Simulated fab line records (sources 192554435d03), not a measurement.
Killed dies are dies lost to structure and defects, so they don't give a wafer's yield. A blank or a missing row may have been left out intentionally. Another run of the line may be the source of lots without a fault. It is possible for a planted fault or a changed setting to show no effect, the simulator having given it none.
Which tool was responsible? :: flow n5 finfet :: 27 wafers from 9 lots sampled at 5 of the route's 1938 steps

## WHAT EACH GAUGE READ, for each wafer
N5_BEOL_M4_RC_MEAS_101. Usual: DIBL_N 36.4 mV/V, standard deviation 1.4; DIBL_P 36.3 mV/V, standard deviation 1.8; IOFF_N 0.163 nA/um, standard deviation 0.024; IOFF_P 0.21 nA/um, standard deviation 0.034; ION_N 673 uA/um, standard deviation 11; ION_P 461 uA/um, standard deviation 7.4; SS_N 71.6 mV/dec, standard deviation 0.52; SS_P 73.3 mV/dec, standard deviation 0.58; VT_N 249.4 mV, standard deviation 2.5; VT_P -250 mV, standard deviation 3.5.
lot: L845
measured: day 8 02:40
on: prober-02
DIBL_N (mV/V): 37.2 36.7 37.6
DIBL_P (mV/V): 37.1 37.9 37.5
IOFF_N (nA/um): 0.176 0.180 0.190
IOFF_P (nA/um): 0.21 0.23 0.22
ION_N (uA/um): 668 684 673
ION_P (uA/um): 451 467 456
SS_N (mV/dec): 71.9 71.8 71.6
SS_P (mV/dec): 73.0 73.3 72.7
VT_N (mV): 248.3 248.2 248.1
VT_P (mV): -249 -249 -249
flag: 

lot: L848
measured: day 9 00:22
on: prober-02
DIBL_N (mV/V): 34.6 36.9 37.7
DIBL_P (mV/V): 33.8 36.4 38.1
IOFF_N (nA/um): 0.118 0.154 0.176
IOFF_P (nA/um): 0.20 0.25 0.27
ION_N (uA/um): 651 661 682
ION_P (uA/um): 458 462 477
SS_N (mV/dec): 70.6 72.2 72.1
SS_P (mV/dec): 72.5 72.9 74.1
VT_N (mV): 254.1 247.8 249.6
VT_P (mV): -248 -247 -243
flag: 

lot: L852
measured: day 9 20:26
on: prober-02
DIBL_N (mV/V): 36.0 35.0 36.5
DIBL_P (mV/V): 36.8 35.7 37.7
IOFF_N (nA/um): 0.169 0.145 0.174
IOFF_P (nA/um): 0.23 0.21 0.26
ION_N (uA/um): 665 666 680
ION_P (uA/um): 461 457 475
SS_N (mV/dec): 72.1 71.0 71.9
SS_P (mV/dec): 73.5 73.2 73.9
VT_N (mV): 248.2 248.0 247.9
VT_P (mV): -247 -249 -244
flag: 

lot: L860
measured: day 11 21:12
on: prober-02
DIBL_N (mV/V): 37.7 35.0 35.7
DIBL_P (mV/V): 35.9 33.7 33.7
IOFF_N (nA/um): 0.174 0.124 0.138
IOFF_P (nA/um): 0.21 0.17 0.17
ION_N (uA/um): 663 661 653
ION_P (uA/um): 451 455 448
SS_N (mV/dec): 72.5 71.4 71.8
SS_P (mV/dec): 73.4 73.3 72.7
VT_N (mV): 252.2 254.1 252.6
VT_P (mV): -249 -250 -256
flag: 

lot: L863
measured: day 12 19:30
on: prober-02
DIBL_N (mV/V): 37.2 36.8 36.7
DIBL_P (mV/V): 37.3 36.7 37.1
IOFF_N (nA/um): 0.153 0.150 0.156
IOFF_P (nA/um): 0.21 0.20 0.21
ION_N (uA/um): 674 665 679
ION_P (uA/um): 457 459 463
SS_N (mV/dec): 72.6 71.8 71.8
SS_P (mV/dec): 73.9 73.5 73.9
VT_N (mV): 250.4 252.3 251.0
VT_P (mV): -250 -251 -253
flag: 

lot: L864
measured: day 12 22:25
on: prober-01
DIBL_N (mV/V): 39.8 38.6 38.2
DIBL_P (mV/V): 39.1 37.8 37.4
IOFF_N (nA/um): 0.201 0.186 0.171
IOFF_P (nA/um): 0.26 0.25 0.23
ION_N (uA/um): 667 684 666
ION_P (uA/um): 458 467 463
SS_N (mV/dec): 71.8 71.5 71.7
SS_P (mV/dec): 74.0 73.6 73.3
VT_N (mV): 250.8 249.1 248.9
VT_P (mV): -245 -245 -247
flag: 

## WHAT TOOL EACH LOT RAN ON (gives the tool, then ch and the chambers of the sampled wafers, and finally the start)
lot: L845
N5_MOL_CONTACT_COAG_ETCH_110: rie diel-03 ch 1,2,3, day 4 21:14
N5_MOL_CONTACT_COAG_SIL_ANNEAL_21: rtp anneal-01 ch 0, day 4 22:33
N5_MOL_CONTACT_COAG_WET_ETCH_116: wet bench-03 ch 3,5,6, day 5 01:55
N5_MOL_CONTACT_COAG_ALD_27: ald sin-02 ch 1,2,3, day 5 02:58

lot: L848
N5_MOL_CONTACT_COAG_ETCH_110: rie diel-06 ch 0,1,2, day 5 16:01
N5_MOL_CONTACT_COAG_SIL_ANNEAL_21: rtp anneal-01 ch 0, day 5 17:19
N5_MOL_CONTACT_COAG_WET_ETCH_116: wet bench-05 ch 2,3,4, day 5 21:17
N5_MOL_CONTACT_COAG_ALD_27: ald sin-01 ch 0,3, day 5 21:36

lot: L852
N5_MOL_CONTACT_COAG_ETCH_110: rie diel-06 ch 0,1,2, day 6 19:52
N5_MOL_CONTACT_COAG_SIL_ANNEAL_21: rtp anneal-01 ch 0, day 6 21:52
N5_MOL_CONTACT_COAG_WET_ETCH_116: wet bench-03 ch 5,6,7, day 7 03:47
N5_MOL_CONTACT_COAG_ALD_27: ald sin-01 ch 0,1, day 7 04:06

lot: L854
N5_MOL_CONTACT_COAG_ETCH_110: rie diel-04 ch 1,2,3, day 7 04:12
N5_MOL_CONTACT_COAG_SIL_ANNEAL_21: rtp anneal-02 ch 0, day 7 05:19
N5_MOL_CONTACT_COAG_WET_ETCH_116: wet bench-05 ch 0,2,7, day 7 09:36
N5_MOL_CONTACT_COAG_ALD_27: ald sin-01 ch 1,2, day 7 09:58

lot: L855
N5_MOL_CONTACT_COAG_ETCH_110: rie diel-03 ch 0,1,2, day 7 12:04
N5_MOL_CONTACT_COAG_SIL_ANNEAL_21: rtp anneal-01 ch 0, day 7 13:17
N5_MOL_CONTACT_COAG_WET_ETCH_116: wet bench-03 ch 1,2,6, day 7 19:35
N5_MOL_CONTACT_COAG_ALD_27: ald sin-02 ch 0,1,2, day 7 19:55

lot: L856
N5_MOL_CONTACT_COAG_ETCH_110: rie diel-06 ch 0,2,3, day 7 16:39
N5_MOL_CONTACT_COAG_SIL_ANNEAL_21: rtp anneal-01 ch 0, day 7 18:47
N5_MOL_CONTACT_COAG_WET_ETCH_116: wet bench-03 ch 1,5,7, day 7 22:40
N5_MOL_CONTACT_COAG_ALD_27: ald sin-02 ch 1,2, day 7 22:59

lot: L860
N5_MOL_CONTACT_COAG_ETCH_110: rie diel-04 ch 0,1, day 8 15:28
N5_MOL_CONTACT_COAG_SIL_ANNEAL_21: rtp anneal-01 ch 0, day 8 17:49
N5_MOL_CONTACT_COAG_WET_ETCH_116: wet bench-05 ch 2,6,7, day 8 23:35
N5_MOL_CONTACT_COAG_ALD_27: ald sin-02 ch 2,3, day 8 23:54

lot: L863
N5_MOL_CONTACT_COAG_ETCH_110: rie diel-03 ch 1,2, day 9 10:38
N5_MOL_CONTACT_COAG_SIL_ANNEAL_21: rtp anneal-02 ch 0, day 9 12:20
N5_MOL_CONTACT_COAG_WET_ETCH_116: wet bench-05 ch 1,6,7, day 9 16:40
N5_MOL_CONTACT_COAG_ALD_27: ald sin-03 ch 2,3, day 9 16:59

lot: L864
N5_MOL_CONTACT_COAG_ETCH_110: rie diel-03 ch 1,2, day 9 15:10
N5_MOL_CONTACT_COAG_SIL_ANNEAL_21: rtp anneal-01 ch 0, day 9 16:38
N5_MOL_CONTACT_COAG_WET_ETCH_116: wet bench-03 ch 2,3,5, day 9 21:52
N5_MOL_CONTACT_COAG_ALD_27: ald sin-01 ch 0,3, day 9 22:11
- N5_MOL_CONTACT_COAG_ETCH_110: etches Si in CF4/O2, target depth 2.5 nm, time 8 s.
- N5_MOL_CONTACT_COAG_SIL_ANNEAL_21: time 60 s.
- N5_MOL_CONTACT_COAG_WET_ETCH_116: etches the open film in SC1-inhibited, target depth 4.6 nm, rinse time 30 s.
- N5_MOL_CONTACT_COAG_ALD_27: deposits SiOC, target thk 17 nm, pulse time 1.5 s, time 2720 s.

## AS READ BY THE TOOLS THEMSELVES (means over the sampled wafers that have a number; for cases with no such wafer, the mark the record gives instead)
N5_MOL_CONTACT_COAG_ETCH_110. Usual: O2_flow_sccm 9.998 sccm, standard deviation 0.027; bias w 12.00 W, standard deviation 0.033; drypump motor current A 5.6 A, standard deviation 0.38; oes product au 0.81 a.u., standard deviation 0.096; rf fwd power W 198.4 W, standard deviation 0.85; rf vpp V 127.7 V, standard deviation 1.8; showerhead plenum p Torr 2.25 Torr, standard deviation 0.066; throttle valve pct 10.7 %, standard deviation 0.33.
lot: L845
tool: rie diel-03
O2_flow_sccm (sccm): 10.002
bias w (W): 12.02
drypump motor current A (A): 5.6
oes product au (a.u.): 0.78
rf fwd power W (W): 197.6
rf vpp V (V): 128.8
showerhead plenum p Torr (Torr): 2.29
throttle valve pct (%): 10.8
flag: 

lot: L848
tool: rie diel-06
O2_flow_sccm (sccm): 9.996
bias w (W): 12.02
drypump motor current A (A): 5.3
oes product au (a.u.): 0.79
rf fwd power W (W): 198.0
rf vpp V (V): 126.7
showerhead plenum p Torr (Torr): 2.19
throttle valve pct (%): 10.8
flag: 

lot: L852
tool: rie diel-06
O2_flow_sccm (sccm): 9.986
bias w (W): 12.02
drypump motor current A (A): 5.3
oes product au (a.u.): 0.77
rf fwd power W (W): 198.8
rf vpp V (V): 125.8
showerhead plenum p Torr (Torr): 2.18
throttle valve pct (%): 10.9
flag: 

lot: L854
tool: rie diel-04
O2_flow_sccm (sccm): 9.990
bias w (W): 11.98
drypump motor current A (A): 5.6
oes product au (a.u.): 0.83
rf fwd power W (W): 198.6
rf vpp V (V): 127.7
showerhead plenum p Torr (Torr): 2.27
throttle valve pct (%): 10.5
flag: 

lot: L855
tool: rie diel-03
O2_flow_sccm (sccm): 10.015
bias w (W): 12.00
drypump motor current A (A): 5.4
oes product au (a.u.): 0.83
rf fwd power W (W): 197.3
rf vpp V (V): 128.7
showerhead plenum p Torr (Torr): 2.25
throttle valve pct (%): 10.6
flag: 

lot: L856
tool: rie diel-06
O2_flow_sccm (sccm): 10.002
bias w (W): 12.02
drypump motor current A (A): 5.7
oes product au (a.u.): 0.75
rf fwd power W (W): 198.2
rf vpp V (V): 127.4
showerhead plenum p Torr (Torr): 2.23
throttle valve pct (%): 10.9
flag: 

lot: L860
tool: rie diel-04
O2_flow_sccm (sccm): 9.972
bias w (W): 11.97
drypump motor current A (A): 5.7
oes product au (a.u.): 0.91
rf fwd power W (W): 198.8
rf vpp V (V): 126.4
showerhead plenum p Torr (Torr): 2.30
throttle valve pct (%): 10.5
flag: 

lot: L863
tool: rie diel-03
O2_flow_sccm (sccm): 10.008
bias w (W): 12.03
drypump motor current A (A): 5.7
oes product au (a.u.): 0.80
rf fwd power W (W): 197.8
rf vpp V (V): 130.2
showerhead plenum p Torr (Torr): 2.30
throttle valve pct (%): 10.5
flag: 

lot: L864
tool: rie diel-03
O2_flow_sccm (sccm): 9.979
bias w (W): 12.00
drypump motor current A (A): 5.6
oes product au (a.u.): 0.80
rf fwd power W (W): 197.1
rf vpp V (V): 131.1
showerhead plenum p Torr (Torr): 2.30
throttle valve pct (%): 10.5
flag: 

N5_MOL_CONTACT_COAG_SIL_ANNEAL_21. Usual: lamp power pct 6.5 %, standard deviation 0.6; lamp_zone_5_pct 6.5 %, standard deviation 0.61; wafer_temp_C_max 552.2, standard deviation 0.46.
lot: L845
tool: rtp anneal-01
lamp power pct (%): 7.1
lamp_zone_5_pct (%): 7.1
wafer_temp_C_max: 552.0
flag: 

lot: L848
tool: rtp anneal-01
lamp power pct (%): 7.1
lamp_zone_5_pct (%): 7.1
wafer_temp_C_max: 552.7
flag: 

lot: L852
tool: rtp anneal-01
lamp power pct (%): 7.1
lamp_zone_5_pct (%): 7.1
wafer_temp_C_max: 552.3
flag: 

lot: L854
tool: rtp anneal-02
lamp power pct (%): 5.9
lamp_zone_5_pct (%): 5.9
wafer_temp_C_max: 551.5
flag: 

lot: L855
tool: rtp anneal-01
lamp power pct (%): 7.1
lamp_zone_5_pct (%): 7.1
wafer_temp_C_max: 552.5
flag: 

lot: L856
tool: rtp anneal-01
lamp power pct (%): 7.1
lamp_zone_5_pct (%): 7.1
wafer_temp_C_max: 552.2
flag: 

lot: L860
tool: rtp anneal-01
lamp power pct (%): 7.1
lamp_zone_5_pct (%): 7.1
wafer_temp_C_max: 551.9
flag: 

lot: L863
tool: rtp anneal-02
lamp power pct (%): 5.9
lamp_zone_5_pct (%): 5.9
wafer_temp_C_max: 552.2
flag: 

lot: L864
tool: rtp anneal-01
lamp power pct (%): 7.1
lamp_zone_5_pct (%): 7.1
wafer_temp_C_max: 552.3
flag: 

N5_MOL_CONTACT_COAG_WET_ETCH_116. Usual: 22.99 C for rinse temp c, sd 0.1.
lot: L845
tool: wet bench-03
rinse temp c (C): 23.01
flag: 

lot: L848
tool: wet bench-05
rinse temp c (C): 22.96
flag: 

lot: L852
tool: wet bench-03
rinse temp c (C): 23.06
flag: 

lot: L854
tool: wet bench-05
rinse temp c (C): -
flag: OFF

lot: L855
tool: wet bench-03
rinse temp c (C): -
flag: OFF

lot: L856
tool: wet bench-03
rinse temp c (C): -
flag: OFF

lot: L860
tool: wet bench-05
rinse temp c (C): 22.92
flag: 

lot: L863
tool: wet bench-05
rinse temp c (C): 23.09
flag: 

lot: L864
tool: wet bench-03
rinse temp c (C): 23.07
flag: 

N5_MOL_CONTACT_COAG_ALD_27. Usual: heater power w 850 W, standard deviation 82; precursor pulse height rel 1.001, standard deviation 0.022.
lot: L845
tool: ald sin-02
heater power w (W): 868
precursor pulse height rel: 1.021
flag: 

lot: L848
tool: ald sin-01
heater power w (W): 841
precursor pulse height rel: 0.973
flag: 

lot: L852
tool: ald sin-01
heater power w (W): 794
precursor pulse height rel: 1.006
flag: 

lot: L854
tool: ald sin-01
heater power w (W): 756
precursor pulse height rel: 0.994
flag: 

lot: L855
tool: ald sin-02
heater power w (W): 878
precursor pulse height rel: 0.978
flag: 

lot: L856
tool: ald sin-02
heater power w (W): 880
precursor pulse height rel: 0.983
flag: 

lot: L860
tool: ald sin-02
heater power w (W): 876
precursor pulse height rel: 1.011
flag: 

lot: L863
tool: ald sin-03
heater power w (W): 865
precursor pulse height rel: 0.993
flag: 

lot: L864
tool: ald sin-01
heater power w (W): 834
precursor pulse height rel: 1.024
flag: 

## THE ANSWER, worked out from the rows above alone
Rule: take the mean of a lot's wafers that have a number; if it is more than 3 standard deviations from the usual mean, the lot is off. Also off: a lot with no number at a reading for which 4 or more lots have one. All remaining lots with rows at the step are treated as sound. Order of review: gauges by route order, followed by the tools' own readings, for which a lot's mean as printed above is used. The first step at which some lot is off is used, and at that step the reading that is off furthest; a lot without a number counts as furthest.
Off, at N5_MOL_CONTACT_COAG_WET_ETCH_116 on rinse temp c: L854, L855, L856. Without a number there: L854, L855, L856.
If a tool, at that step or one of the process steps before it, ran each lot that is off and ran no sound lot following the first of them, it fits. Of those tried, none fits.

## WHAT THE SIMULATOR HAD PUT IN
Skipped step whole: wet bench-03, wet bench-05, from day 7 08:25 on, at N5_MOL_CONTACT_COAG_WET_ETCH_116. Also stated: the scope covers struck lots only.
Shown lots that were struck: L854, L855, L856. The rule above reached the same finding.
